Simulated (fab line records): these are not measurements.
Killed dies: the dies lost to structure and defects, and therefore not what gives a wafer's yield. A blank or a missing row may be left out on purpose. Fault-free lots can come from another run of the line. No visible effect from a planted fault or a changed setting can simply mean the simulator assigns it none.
fab line records :: flow n5-finfet :: part 2 of 2: steps 14 to 23 of 23
record:
  lots: 5
  wafers: 15
  last-day: 17
route steps=1938 shown BEOL_M4@1059
lots that met no fault: taken from a fault-free run of the same line
start-h: start of the lot's first displayed wafer, in hours after the record's first day :: wait-h: how many hours have passed since the lot's step before this one :: " same as the row above :: L1.1+2: a row that stands for several wafers :: - no value, or no start given :: * or withheld: withheld :: < > ~ a bound
route shown NAME@n: a module of which the file shows steps, and the number in the route of the first :: usual: mean/standard deviation of fault-free wafers :: same: alike in all rows :: chamber/n: place in a boat :: sites: the reading at each site :: _std_site: the standard deviation of these :: _edge_site: inner sites' mean taken away from outer sites' mean :: radius-mm: for every site, how far away it sits from the centre of the wafer :: mask NAME#n: copy n :: behind: tool/chamber where the wafer was last shaped :: hold: the reason the lot was held/the length of the hold in hours/how it ended :: device: transistor that didn't switch, given as n, p or np :: end of line: tests of these same wafers at the route's end :: a step with no rows: only its recipe :: killed: count of dies lost to structure and defects at first sort (not the wafer's yield) :: map: dies across one wafer; x = killed, . = not, _ = none there
set.NAME: the setting the step ran with; set.NAME@STEP: the setting that earlier step ran with :: model.NAME: the simulator's own value behind a step, which no gauge read
a table for each step, a row for each wafer; lots at some steps of the route
services: when a tool's chamber went out of use (start-h, in hours from the record's first day, below 0 if earlier), for how many hours, and the reason
== steps ==
step: N5_BEOL_M4_STRIP_97
recipe:
  chemistry: N2/H2
  time-s: 10
  power-w: 450
  temp-c: 40
  pressure-mtorr: 20
  rf-frequency-hz: 6e+07
  bias-power-w: 7
  n2-flow-sccm: 200
  h2-flow-sccm: 200
usual:
  drypump-motor-current-A: 5.9/0.35
  oes-product-au: 0.78/0.087
  rf-vpp-V: 59.2/0.94
  showerhead-plenum-p-Torr: 2.56/0.073
  temp-c: 39.99/0.11
  throttle-valve-pct: 23.7/0.35
same:
  time-s: 10
lot.wafer: L074.1
tool: rie-diel-04
chamber: 0
start-h: -
wait-h: -
drypump-motor-current-A: 6.3
oes-product-au: 0.71
rf-hours-counter-h: 218
rf-vpp-V: 59.0
showerhead-plenum-p-Torr: 2.62
temp-c: 40.03
throttle-valve-pct: 23.7

lot.wafer: L074.2
tool: rie-diel-04
chamber: 3
start-h: -
wait-h: -
drypump-motor-current-A: 6.3
oes-product-au: 0.75
rf-hours-counter-h: 167
rf-vpp-V: 59.2
showerhead-plenum-p-Torr: 2.53
temp-c: 39.97
throttle-valve-pct: 23.8

lot.wafer: L074.3
tool: rie-diel-04
chamber: 2
start-h: -
wait-h: -
drypump-motor-current-A: 6.1
oes-product-au: 0.76
rf-hours-counter-h: 153
rf-vpp-V: 58.5
showerhead-plenum-p-Torr: 2.55
temp-c: 39.92
throttle-valve-pct: 24.3

lot.wafer: L081.1
tool: rie-diel-04
chamber: 2
start-h: -
wait-h: -
drypump-motor-current-A: 6.1
oes-product-au: 0.74
rf-hours-counter-h: 170
rf-vpp-V: 56.5
showerhead-plenum-p-Torr: 2.54
temp-c: 40.09
throttle-valve-pct: 24.3

lot.wafer: L081.2
tool: rie-diel-04
chamber: 3
start-h: -
wait-h: -
drypump-motor-current-A: 6.3
oes-product-au: 0.74
rf-hours-counter-h: 185
rf-vpp-V: 61.9
showerhead-plenum-p-Torr: 2.53
temp-c: 40.12
throttle-valve-pct: 23.9

lot.wafer: L081.6
tool: rie-diel-04
chamber: 0
start-h: -
wait-h: -
drypump-motor-current-A: 6.3
oes-product-au: 0.71
rf-hours-counter-h: -
rf-vpp-V: 59.0
showerhead-plenum-p-Torr: 2.61
temp-c: 40.01
throttle-valve-pct: 23.8

lot.wafer: L092.4
tool: rie-diel-05
chamber: 0
start-h: -
wait-h: -
drypump-motor-current-A: 5.6
oes-product-au: 0.81
rf-hours-counter-h: 68
rf-vpp-V: 59.1
showerhead-plenum-p-Torr: 2.68
temp-c: 40.30
throttle-valve-pct: 23.2

lot.wafer: L092.5
tool: rie-diel-05
chamber: 2
start-h: -
wait-h: -
drypump-motor-current-A: 5.5
oes-product-au: 0.80
rf-hours-counter-h: -
rf-vpp-V: 59.3
showerhead-plenum-p-Torr: 2.55
temp-c: 40.10
throttle-valve-pct: 23.5

lot.wafer: L092.6
tool: rie-diel-05
chamber: 1
start-h: -
wait-h: -
drypump-motor-current-A: 5.5
oes-product-au: 0.68
rf-hours-counter-h: -
rf-vpp-V: 60.0
showerhead-plenum-p-Torr: 2.62
temp-c: 39.90
throttle-valve-pct: 23.8

lot.wafer: L093.1
tool: rie-diel-04
chamber: 2
start-h: -
wait-h: -
drypump-motor-current-A: 6.1
oes-product-au: 0.72
rf-hours-counter-h: 204
rf-vpp-V: 58.5
showerhead-plenum-p-Torr: 2.53
temp-c: 39.98
throttle-valve-pct: 24.4

lot.wafer: L093.2
tool: rie-diel-04
chamber: 0
start-h: -
wait-h: -
drypump-motor-current-A: 6.3
oes-product-au: 0.97
rf-hours-counter-h: 8
rf-vpp-V: 58.8
showerhead-plenum-p-Torr: 2.60
temp-c: 40.02
throttle-valve-pct: 23.5

lot.wafer: L093.5
tool: rie-diel-04
chamber: 1
start-h: -
wait-h: -
drypump-motor-current-A: 6.5
oes-product-au: 0.91
rf-hours-counter-h: -
rf-vpp-V: 59.0
showerhead-plenum-p-Torr: 2.59
temp-c: 39.92
throttle-valve-pct: 23.5

lot.wafer: L097.1
tool: rie-diel-04
chamber: 3
start-h: -
wait-h: -
drypump-motor-current-A: 6.3
oes-product-au: 0.71
rf-hours-counter-h: 220
rf-vpp-V: 58.9
showerhead-plenum-p-Torr: 2.51
temp-c: 39.78
throttle-valve-pct: 23.9

lot.wafer: L097.4
tool: rie-diel-04
chamber: 1
start-h: -
wait-h: -
drypump-motor-current-A: 6.4
oes-product-au: 0.91
rf-hours-counter-h: 30
rf-vpp-V: 59.0
showerhead-plenum-p-Torr: 2.59
temp-c: 39.95
throttle-valve-pct: 23.5

lot.wafer: L097.5
tool: rie-diel-04
chamber: 2
start-h: -
wait-h: -
drypump-motor-current-A: 6.1
oes-product-au: 0.72
rf-hours-counter-h: -
rf-vpp-V: 58.9
showerhead-plenum-p-Torr: 2.52
temp-c: 40.04
throttle-valve-pct: 24.4
step: N5_BEOL_M4_OCD_MEAS_38
usual:
  trench-depth-nm: 55.6/0.82
lot.wafer: L074.1
tool: ocd-01
chamber: -
start-h: 150.52
wait-h: -
trench-depth-nm: 56.1

lot.wafer: L074.2
tool: ocd-01
chamber: -
start-h: 150.52
wait-h: -
trench-depth-nm: 55.9

lot.wafer: L074.3
tool: ocd-01
chamber: -
start-h: 150.52
wait-h: -
trench-depth-nm: 56.0

lot.wafer: L081.1
tool: ocd-01
chamber: -
start-h: 200.36
wait-h: -
trench-depth-nm: 55.5

lot.wafer: L081.2
tool: ocd-01
chamber: -
start-h: 200.36
wait-h: -
trench-depth-nm: 56.0

lot.wafer: L081.6
tool: ocd-01
chamber: -
start-h: 200.36
wait-h: -
trench-depth-nm: 55.1

lot.wafer: L092.4
tool: ocd-02
chamber: -
start-h: 278.86
wait-h: -
trench-depth-nm: 56.9

lot.wafer: L092.5
tool: ocd-02
chamber: -
start-h: 278.86
wait-h: -
trench-depth-nm: 56.6

lot.wafer: L092.6
tool: ocd-02
chamber: -
start-h: 278.86
wait-h: -
trench-depth-nm: 55.6

lot.wafer: L093.1
tool: ocd-01
chamber: -
start-h: 289.49
wait-h: -
trench-depth-nm: 54.1

lot.wafer: L093.2
tool: ocd-01
chamber: -
start-h: 289.49
wait-h: -
trench-depth-nm: 56.2

lot.wafer: L093.5
tool: ocd-01
chamber: -
start-h: 289.49
wait-h: -
trench-depth-nm: 56.3

lot.wafer: L097.1
tool: ocd-02
chamber: -
start-h: 294.42
wait-h: -
trench-depth-nm: 55.8

lot.wafer: L097.4
tool: ocd-02
chamber: -
start-h: 294.42
wait-h: -
trench-depth-nm: 56.4

lot.wafer: L097.5
tool: ocd-02
chamber: -
start-h: 294.42
wait-h: -
trench-depth-nm: 54.9
step: N5_BEOL_M4_HM_STRIP_39
recipe:
  chemistry: peroxide-tin-strip
  material: TiN
  target-depth-a: 250
  temp-c: 50
  time-s: 158
usual:
  temp-c: 49.99/0.12
same:
  time-s: 158
lot.wafer: L074.1
tool: wet-bench-05
chamber: 6
start-h: 150.55
wait-h: 0.0
temp-c: 49.93

lot.wafer: L074.2
tool: wet-bench-05
chamber: 3
start-h: 150.55
wait-h: 0.0
temp-c: 49.99

lot.wafer: L074.3
tool: wet-bench-05
chamber: 2
start-h: 150.55
wait-h: 0.0
temp-c: 50.05

lot.wafer: L081.1
tool: wet-bench-02
chamber: 7
start-h: 200.40
wait-h: 0.0
temp-c: 50.04

lot.wafer: L081.2
tool: wet-bench-02
chamber: 3
start-h: 200.40
wait-h: 0.0
temp-c: 49.85

lot.wafer: L081.6
tool: wet-bench-02
chamber: 4
start-h: 200.40
wait-h: 0.0
temp-c: 50.15

lot.wafer: L092.4
tool: wet-bench-05
chamber: 0
start-h: 278.89
wait-h: 0.0
temp-c: 49.88

lot.wafer: L092.5
tool: wet-bench-05
chamber: 5
start-h: 278.89
wait-h: 0.0
temp-c: 49.91

lot.wafer: L092.6
tool: wet-bench-05
chamber: 1
start-h: 278.89
wait-h: 0.0
temp-c: 49.98

lot.wafer: L093.1
tool: wet-bench-01
chamber: 4
start-h: 289.52
wait-h: 0.0
temp-c: 50.08

lot.wafer: L093.2
tool: wet-bench-01
chamber: 7
start-h: 289.52
wait-h: 0.0
temp-c: 50.15

lot.wafer: L093.5
tool: wet-bench-01
chamber: 3
start-h: 289.52
wait-h: 0.0
temp-c: 50.04

lot.wafer: L097.1
tool: wet-bench-02
chamber: 2
start-h: 294.46
wait-h: 0.0
temp-c: 49.90

lot.wafer: L097.4
tool: wet-bench-02
chamber: 4
start-h: 294.46
wait-h: 0.0
temp-c: 50.02

lot.wafer: L097.5
tool: wet-bench-02
chamber: 1
start-h: 294.46
wait-h: 0.0
temp-c: 50.09
step: N5_BEOL_M4_SRD_40
recipe:
  time-s: 30
  temp-c: 23
  rinse-liquid: diw
  dry: ipa-marangoni
usual:
  temp-c: 23.01/0.1
same:
  time-s: 30
lot.wafer: L074.1
tool: wet-bench-05
chamber: 6
start-h: 150.60
wait-h: 0.0
temp-c: 22.98

lot.wafer: L074.2
tool: wet-bench-05
chamber: 3
start-h: 150.60
wait-h: 0.0
temp-c: 23.06

lot.wafer: L074.3
tool: wet-bench-05
chamber: 2
start-h: 150.60
wait-h: 0.0
temp-c: 23.09

lot.wafer: L081.1
tool: wet-bench-02
chamber: 7
start-h: 200.44
wait-h: 0.0
temp-c: 22.99

lot.wafer: L081.2
tool: wet-bench-02
chamber: 3
start-h: 200.44
wait-h: 0.0
temp-c: 23.07

lot.wafer: L081.6
tool: wet-bench-02
chamber: 4
start-h: 200.44
wait-h: 0.0
temp-c: 22.93

lot.wafer: L092.4
tool: wet-bench-05
chamber: 0
start-h: 278.93
wait-h: 0.0
temp-c: 23.21

lot.wafer: L092.5
tool: wet-bench-05
chamber: 5
start-h: 278.93
wait-h: 0.0
temp-c: 22.93

lot.wafer: L092.6
tool: wet-bench-05
chamber: 1
start-h: 278.93
wait-h: 0.0
temp-c: 23.10

lot.wafer: L093.1
tool: wet-bench-01
chamber: 4
start-h: 289.57
wait-h: 0.0
temp-c: 22.94

lot.wafer: L093.2
tool: wet-bench-01
chamber: 7
start-h: 289.57
wait-h: 0.0
temp-c: 22.88

lot.wafer: L093.5
tool: wet-bench-01
chamber: 3
start-h: 289.57
wait-h: 0.0
temp-c: 22.75

lot.wafer: L097.1
tool: wet-bench-02
chamber: 2
start-h: 294.50
wait-h: 0.0
temp-c: 22.91

lot.wafer: L097.4
tool: wet-bench-02
chamber: 4
start-h: 294.50
wait-h: 0.0
temp-c: 23.03

lot.wafer: L097.5
tool: wet-bench-02
chamber: 1
start-h: 294.50
wait-h: 0.0
temp-c: 23.07
step: N5_BEOL_M4_PRECLEAN_42
recipe:
  chemistry: residue-remover
  time-s: 60
  temp-c: 40
usual:
  temp-c: 40.00/0.1
same:
  time-s: 60
lot.wafer: L074.1
tool: wet-bench-05
chamber: 6
start-h: 150.61
wait-h: 0.0
temp-c: 39.88

lot.wafer: L074.2
tool: wet-bench-05
chamber: 3
start-h: 150.61
wait-h: 0.0
temp-c: 40.21

lot.wafer: L074.3
tool: wet-bench-05
chamber: 2
start-h: 150.61
wait-h: 0.0
temp-c: 40.13

lot.wafer: L081.1
tool: wet-bench-02
chamber: 7
start-h: 200.46
wait-h: 0.0
temp-c: 39.89

lot.wafer: L081.2
tool: wet-bench-02
chamber: 3
start-h: 200.46
wait-h: 0.0
temp-c: 39.85

lot.wafer: L081.6
tool: wet-bench-02
chamber: 4
start-h: 200.46
wait-h: 0.0
temp-c: 39.95

lot.wafer: L092.4
tool: wet-bench-05
chamber: 0
start-h: 278.95
wait-h: 0.0
temp-c: 39.94

lot.wafer: L092.5
tool: wet-bench-05
chamber: 5
start-h: 278.95
wait-h: 0.0
temp-c: 39.95

lot.wafer: L092.6
tool: wet-bench-05
chamber: 1
start-h: 278.95
wait-h: 0.0
temp-c: 40.01

lot.wafer: L093.1
tool: wet-bench-01
chamber: 4
start-h: 289.59
wait-h: 0.0
temp-c: 39.90

lot.wafer: L093.2
tool: wet-bench-01
chamber: 7
start-h: 289.59
wait-h: 0.0
temp-c: 39.80

lot.wafer: L093.5
tool: wet-bench-01
chamber: 3
start-h: 289.59
wait-h: 0.0
temp-c: 40.01

lot.wafer: L097.1
tool: wet-bench-02
chamber: 2
start-h: 294.52
wait-h: 0.0
temp-c: 40.11

lot.wafer: L097.4
tool: wet-bench-02
chamber: 4
start-h: 294.52
wait-h: 0.0
temp-c: 40.04

lot.wafer: L097.5
tool: wet-bench-02
chamber: 1
start-h: 294.52
wait-h: 0.0
temp-c: 39.97
step: N5_BEOL_M4_SRD_43
recipe:
  time-s: 30
  temp-c: 23
  rinse-liquid: diw
  dry: ipa-marangoni
usual:
  temp-c: 23.01/0.11
same:
  time-s: 30
lot.wafer: L074.1
tool: wet-bench-05
chamber: 6
start-h: 150.63
wait-h: 0.0
temp-c: 23.04

lot.wafer: L074.2
tool: wet-bench-05
chamber: 3
start-h: 150.63
wait-h: 0.0
temp-c: 23.18

lot.wafer: L074.3
tool: wet-bench-05
chamber: 2
start-h: 150.63
wait-h: 0.0
temp-c: 23.05

lot.wafer: L081.1
tool: wet-bench-02
chamber: 7
start-h: 200.48
wait-h: 0.0
temp-c: 22.91

lot.wafer: L081.2
tool: wet-bench-02
chamber: 3
start-h: 200.48
wait-h: 0.0
temp-c: 23.03

lot.wafer: L081.6
tool: wet-bench-02
chamber: 4
start-h: 200.48
wait-h: 0.0
temp-c: 23.12

lot.wafer: L092.4
tool: wet-bench-05
chamber: 0
start-h: 278.97
wait-h: 0.0
temp-c: 23.02

lot.wafer: L092.5
tool: wet-bench-05
chamber: 5
start-h: 278.97
wait-h: 0.0
temp-c: 23.09

lot.wafer: L092.6
tool: wet-bench-05
chamber: 1
start-h: 278.97
wait-h: 0.0
temp-c: 22.91

lot.wafer: L093.1
tool: wet-bench-01
chamber: 4
start-h: 289.60
wait-h: 0.0
temp-c: 23.21

lot.wafer: L093.2
tool: wet-bench-01
chamber: 7
start-h: 289.60
wait-h: 0.0
temp-c: 23.01

lot.wafer: L093.5
tool: wet-bench-01
chamber: 3
start-h: 289.60
wait-h: 0.0
temp-c: 23.12

lot.wafer: L097.1
tool: wet-bench-02
chamber: 2
start-h: 294.54
wait-h: 0.0
temp-c: 22.91

lot.wafer: L097.4
tool: wet-bench-02
chamber: 4
start-h: 294.54
wait-h: 0.0
temp-c: 23.10

lot.wafer: L097.5
tool: wet-bench-02
chamber: 1
start-h: 294.54
wait-h: 0.0
temp-c: 23.16
step: N5_BEOL_M4_CD_MEAS_35
recipe:
  target-cd-nm: 18
  target-cd-y-nm: 22.4
  polarity: opening
usual:
  cd-nm: 17.96/0.28
lot.wafer: L074.1
tool: cd-sem-03
chamber: -
start-h: 150.67
wait-h: 0.0
cd-nm: 17.87

lot.wafer: L074.2
tool: cd-sem-03
chamber: -
start-h: 150.67
wait-h: 0.0
cd-nm: 17.71

lot.wafer: L074.3
tool: cd-sem-03
chamber: -
start-h: 150.67
wait-h: 0.0
cd-nm: 17.90

lot.wafer: L081.1
tool: cd-sem-03
chamber: -
start-h: 200.52
wait-h: 0.0
cd-nm: 18.05

lot.wafer: L081.2
tool: cd-sem-03
chamber: -
start-h: 200.52
wait-h: 0.0
cd-nm: 18.17

lot.wafer: L081.6
tool: cd-sem-03
chamber: -
start-h: 200.52
wait-h: 0.0
cd-nm: 18.00

lot.wafer: L092.4
tool: cd-sem-01
chamber: -
start-h: 279.01
wait-h: 0.0
cd-nm: 17.84

lot.wafer: L092.5
tool: cd-sem-01
chamber: -
start-h: 279.01
wait-h: 0.0
cd-nm: 18.03

lot.wafer: L092.6
tool: cd-sem-01
chamber: -
start-h: 279.01
wait-h: 0.0
cd-nm: 18.38

lot.wafer: L093.1
tool: cd-sem-02
chamber: -
start-h: 289.64
wait-h: 0.0
cd-nm: 17.61

lot.wafer: L093.2
tool: cd-sem-02
chamber: -
start-h: 289.64
wait-h: 0.0
cd-nm: 18.24

lot.wafer: L093.5
tool: cd-sem-02
chamber: -
start-h: 289.64
wait-h: 0.0
cd-nm: 18.39

lot.wafer: L097.1
tool: cd-sem-02
chamber: -
start-h: 294.58
wait-h: 0.0
cd-nm: 17.90

lot.wafer: L097.4
tool: cd-sem-02
chamber: -
start-h: 294.58
wait-h: 0.0
cd-nm: 17.94

lot.wafer: L097.5
tool: cd-sem-02
chamber: -
start-h: 294.58
wait-h: 0.0
cd-nm: 18.03
step: N5_BEOL_M4_DEGAS_44
recipe:
  ambient: vacuum
  temp-c: 250
  time-s: 60
usual:
  heater-power-w: 348/26
same:
  time-s: 60
lot.wafer: L074.1
tool: pvd-sputter-01
chamber: -
start-h: 151.56
wait-h: 0.9
heater-power-w: 355

lot.wafer: L074.2
tool: pvd-sputter-01
chamber: -
start-h: 151.56
wait-h: 0.9
heater-power-w: 348

lot.wafer: L074.3
tool: pvd-sputter-01
chamber: -
start-h: 151.56
wait-h: 0.9
heater-power-w: 341

lot.wafer: L081.1
tool: pvd-sputter-02
chamber: -
start-h: 200.63
wait-h: 0.1
heater-power-w: 367

lot.wafer: L081.2
tool: pvd-sputter-02
chamber: -
start-h: 200.63
wait-h: 0.1
heater-power-w: 322

lot.wafer: L081.6
tool: pvd-sputter-02
chamber: -
start-h: 200.63
wait-h: 0.1
heater-power-w: 319

lot.wafer: L092.4
tool: pvd-sputter-02
chamber: -
start-h: 279.32
wait-h: 0.3
heater-power-w: 369

lot.wafer: L092.5
tool: pvd-sputter-02
chamber: -
start-h: 279.32
wait-h: 0.3
heater-power-w: 307

lot.wafer: L092.6
tool: pvd-sputter-02
chamber: -
start-h: 279.32
wait-h: 0.3
heater-power-w: 433

lot.wafer: L093.1
tool: pvd-sputter-03
chamber: -
start-h: 289.84
wait-h: 0.2
heater-power-w: 381

lot.wafer: L093.2
tool: pvd-sputter-03
chamber: -
start-h: 289.84
wait-h: 0.2
heater-power-w: 324

lot.wafer: L093.5
tool: pvd-sputter-03
chamber: -
start-h: 289.84
wait-h: 0.2
heater-power-w: 338

lot.wafer: L097.1
tool: pvd-sputter-03
chamber: -
start-h: 294.67
wait-h: 0.1
heater-power-w: 339

lot.wafer: L097.4
tool: pvd-sputter-03
chamber: -
start-h: 294.67
wait-h: 0.1
heater-power-w: 331

lot.wafer: L097.5
tool: pvd-sputter-03
chamber: -
start-h: 294.67
wait-h: 0.1
heater-power-w: 348
step: N5_BEOL_M4_PRE_CLEAN_45
recipe:
  gas: H2/He
  time-s: 30
  temp-c: 250
usual:
  heater-power-w: 348/26
same:
  time-s: 30
lot.wafer: L074.1
tool: pvd-sputter-01
chamber: -
start-h: 151.60
wait-h: 0.0
heater-power-w: 347

lot.wafer: L074.2
tool: pvd-sputter-01
chamber: -
start-h: 151.60
wait-h: 0.0
heater-power-w: 346

lot.wafer: L074.3
tool: pvd-sputter-01
chamber: -
start-h: 151.60
wait-h: 0.0
heater-power-w: 336

lot.wafer: L081.1
tool: pvd-sputter-02
chamber: -
start-h: 200.67
wait-h: 0.0
heater-power-w: 369

lot.wafer: L081.2
tool: pvd-sputter-02
chamber: -
start-h: 200.67
wait-h: 0.0
heater-power-w: 321

lot.wafer: L081.6
tool: pvd-sputter-02
chamber: -
start-h: 200.67
wait-h: 0.0
heater-power-w: 317

lot.wafer: L092.4
tool: pvd-sputter-02
chamber: -
start-h: 279.36
wait-h: 0.0
heater-power-w: 369

lot.wafer: L092.5
tool: pvd-sputter-02
chamber: -
start-h: 279.36
wait-h: 0.0
heater-power-w: 312

lot.wafer: L092.6
tool: pvd-sputter-02
chamber: -
start-h: 279.36
wait-h: 0.0
heater-power-w: 425

lot.wafer: L093.1
tool: pvd-sputter-03
chamber: -
start-h: 289.88
wait-h: 0.0
heater-power-w: 384

lot.wafer: L093.2
tool: pvd-sputter-03
chamber: -
start-h: 289.88
wait-h: 0.0
heater-power-w: 321

lot.wafer: L093.5
tool: pvd-sputter-03
chamber: -
start-h: 289.88
wait-h: 0.0
heater-power-w: 345

lot.wafer: L097.1
tool: pvd-sputter-03
chamber: -
start-h: 294.71
wait-h: 0.0
heater-power-w: 349

lot.wafer: L097.4
tool: pvd-sputter-03
chamber: -
start-h: 294.71
wait-h: 0.0
heater-power-w: 330

lot.wafer: L097.5
tool: pvd-sputter-03
chamber: -
start-h: 294.71
wait-h: 0.0
heater-power-w: 349
step: N5_BEOL_M4_ALD_84
recipe:
  material: TaN
  target-thk-a: *
  temp-c: 275
  ald-precursor-family: PDMAT
  ald-co-reactant: NH3
  pressure-torr: 3
  carrier-flow-sccm: 1500
  pulse-time-s: 2
  purge-time-s: 3
  co-reactant-purge-time-s: 2
  co-reactant-pulse-time-s: 3
  ald-cycles: 30
  precursor-vessel-temp-c: 75
  precursor-vessel-pressure-torr: 26.25
  precursor-vessel-carrier-sccm: 1000
usual:
  heater-power-outer-w: 239/19
  heater-power-w: 421/29
  precursor-vessel-pressure-torr: 26.25/0.055
lot.wafer: L074.1
tool: ald-metal-04
chamber: 1
start-h: 151.66
wait-h: 0.0
heater-power-outer-w: 234
heater-power-w: 410
precursor-vessel-pressure-torr: 26.27

lot.wafer: L074.2
tool: ald-metal-04
chamber: 2
start-h: 151.66
wait-h: 0.0
heater-power-outer-w: 245
heater-power-w: 425
precursor-vessel-pressure-torr: 26.25

lot.wafer: L074.3
tool: ald-metal-04
chamber: 3
start-h: 151.66
wait-h: 0.0
heater-power-outer-w: 261
heater-power-w: 488
precursor-vessel-pressure-torr: 26.28

lot.wafer: L081.1
tool: ald-metal-04
chamber: 2
start-h: 200.79
wait-h: 0.1
heater-power-outer-w: 247
heater-power-w: 416
precursor-vessel-pressure-torr: 26.21

lot.wafer: L081.2
tool: ald-metal-04
chamber: 1
start-h: 200.79
wait-h: 0.1
heater-power-outer-w: 236
heater-power-w: 416
precursor-vessel-pressure-torr: 26.21

lot.wafer: L081.6
tool: ald-metal-04
chamber: 1
start-h: 200.79
wait-h: 0.1
heater-power-outer-w: 240
heater-power-w: 415
precursor-vessel-pressure-torr: 26.21

lot.wafer: L092.4
tool: ald-metal-03
chamber: 3
start-h: 279.42
wait-h: 0.0
heater-power-outer-w: 216
heater-power-w: 380
precursor-vessel-pressure-torr: 26.31

lot.wafer: L092.5
tool: ald-metal-03
chamber: 3
start-h: 279.42
wait-h: 0.0
heater-power-outer-w: 217
heater-power-w: 397
precursor-vessel-pressure-torr: 26.28

lot.wafer: L092.6
tool: ald-metal-03
chamber: 2
start-h: 279.42
wait-h: 0.0
heater-power-outer-w: 201
heater-power-w: 386
precursor-vessel-pressure-torr: 26.19

lot.wafer: L093.1
tool: ald-metal-04
chamber: 3
start-h: 289.94
wait-h: 0.0
heater-power-outer-w: 263
heater-power-w: 470
precursor-vessel-pressure-torr: 26.20

lot.wafer: L093.2
tool: ald-metal-04
chamber: 1
start-h: 289.94
wait-h: 0.0
heater-power-outer-w: 234
heater-power-w: 408
precursor-vessel-pressure-torr: 26.30

lot.wafer: L093.5
tool: ald-metal-04
chamber: 1
start-h: 289.94
wait-h: 0.0
heater-power-outer-w: 236
heater-power-w: 429
precursor-vessel-pressure-torr: 26.30

lot.wafer: L097.1
tool: ald-metal-04
chamber: 0
start-h: 294.77
wait-h: 0.0
heater-power-outer-w: 218
heater-power-w: 383
precursor-vessel-pressure-torr: 26.25

lot.wafer: L097.4
tool: ald-metal-04
chamber: 2
start-h: 294.77
wait-h: 0.0
heater-power-outer-w: 249
heater-power-w: 421
precursor-vessel-pressure-torr: 26.31

lot.wafer: L097.5
tool: ald-metal-04
chamber: 3
start-h: 294.77
wait-h: 0.0
heater-power-outer-w: 271
heater-power-w: 478
precursor-vessel-pressure-torr: 26.23
== services ==
tool: pvd-sputter-03
chamber: -
start-h: 131.77
hours: 0.5
kind: repair

tool: pvd-sputter-03
chamber: -
start-h: 135.06
hours: 2.9
kind: repair

tool: ald-sin-01
chamber: -
start-h: 136.65
hours: 28.1
kind: pm

tool: ald-metal-04
chamber: 1
start-h: 144.97
hours: 1.8
kind: repair

tool: ald-metal-04
chamber: -
start-h: 151.27
hours: 0.2
kind: repair

tool: ald-sin-01
chamber: -
start-h: 164.75
hours: 6.0
kind: pm

tool: ald-metal-04
chamber: 3
start-h: 166.35
hours: 5.0
kind: repair

tool: ald-sin-01
chamber: -
start-h: 179.13
hours: 14.0
kind: pm

tool: rie-diel-04
chamber: 1
start-h: 198.07
hours: -
kind: clean

tool: rie-diel-04
chamber: 1
start-h: 198.07
hours: -
kind: consumable-replace:focus-ring

tool: rie-diel-04
chamber: 1
start-h: 198.07
hours: 16.8
kind: scheduled-down

tool: rie-diel-04
chamber: 1
start-h: 198.07
hours: 16.8
kind: vent-cycle

tool: ald-sin-01
chamber: 0
start-h: 213.63
hours: 5.6
kind: repair

tool: ald-metal-04
chamber: -
start-h: 214.64
hours: 14.6
kind: pm

tool: ald-sin-02
chamber: 3
start-h: 215.92
hours: 20.9
kind: repair

tool: rie-diel-05
chamber: 0
start-h: 219.57
hours: 8.4
kind: repair

tool: rie-diel-05
chamber: 2
start-h: 241.26
hours: 2.6
kind: repair

tool: rie-diel-04
chamber: 0
start-h: 242.74
hours: -
kind: clean

tool: rie-diel-04
chamber: 0
start-h: 242.74
hours: -
kind: consumable-replace:focus-ring

tool: rie-diel-04
chamber: 0
start-h: 242.74
hours: 14.2
kind: scheduled-down

tool: rie-diel-05
chamber: 0
start-h: 255.58
hours: 11.1
kind: repair

tool: ald-sin-02
chamber: 0
start-h: 262.21
hours: 6.2
kind: repair

tool: rie-diel-04
chamber: 0
start-h: 266.18
hours: 6.3
kind: repair

tool: ald-metal-04
chamber: -
start-h: 288.82
hours: 0.9
kind: repair
